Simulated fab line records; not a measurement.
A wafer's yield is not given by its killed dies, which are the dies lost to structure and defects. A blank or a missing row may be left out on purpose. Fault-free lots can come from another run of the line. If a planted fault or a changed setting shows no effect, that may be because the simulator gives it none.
Chamber matching + flow nand-harc + 4 sister chambers for NHARC_P_GATE_ETCH_32 on rie-si-03
The step etches the open film in HBr/Cl2, target depth 150 nm, time 100.1 s. 8 wafers are shown with their chamber, then 8 later ones without.

EACH WAFER AND ITS CHAMBER
| wafer  | chamber | drypump-motor-current-A (A) | throttle-valve-pct (%) |
|--------|---------|-----------------------------|------------------------|
| L080.3 | 0       | 5.0                         | 26.410                 |
| L080.6 | 0       | 5.0                         | 26.409                 |
| L081.4 | 2       | 5.4                         | 26.421                 |
| L088.6 | 3       | 6.2                         | 26.397                 |
| L091.3 | 2       | 5.4                         | 26.411                 |
| L091.4 | 3       | 6.3                         | 26.402                 |
| L091.5 | 1       | 5.8                         | 26.406                 |
| L092.3 | 1       | 5.8                         | 26.407                 |

WAFERS WITHOUT THEIR CHAMBER
| wafer  | drypump-motor-current-A (A) | throttle-valve-pct (%) |
|--------|-----------------------------|------------------------|
| L092.4 | 5.0                         | 26.407                 |
| L092.5 | 5.0                         | 26.397                 |
| L095.1 | 5.0                         | 26.404                 |
| L095.4 | 6.3                         | 26.416                 |
| L095.5 | 5.4                         | 26.415                 |
| L097.1 | 5.0                         | 26.425                 |
| L097.3 | 5.5                         | 26.409                 |
| L097.5 | 5.0                         | 26.410                 |

THE CHAMBER EACH PASSED THROUGH
| wafer  | from the rows above | in truth |
|--------|---------------------|----------|
| L092.4 | 0                   | 0        |
| L092.5 | 0                   | 0        |
| L095.1 | 0                   | 0        |
| L095.4 | 3                   | 3        |
| L095.5 | 2                   | 2        |
| L097.1 | 0                   | 0        |
| L097.3 | 2                   | 2        |
| L097.5 | 0                   | 0        |
Placed correctly: 8 of 8. Number that these rows cannot place: 0. Wrongly placed: 0.
How it was worked out, from the rows above alone: a wafer's distance from a chamber is the root of the sum, over the readings, of the square of ((its reading less the chamber's mean) divided by the reading's scatter). If the next closest chamber is less than 2 further off than the closest, the wafer can't be placed; otherwise it belongs to the closest. The mean given for a chamber averages the wafers shown for that chamber. The scatter: take each reading less its chamber's mean, square it, sum over the shown wafers, divide by the number of wafers less the number of chambers, and take the root.
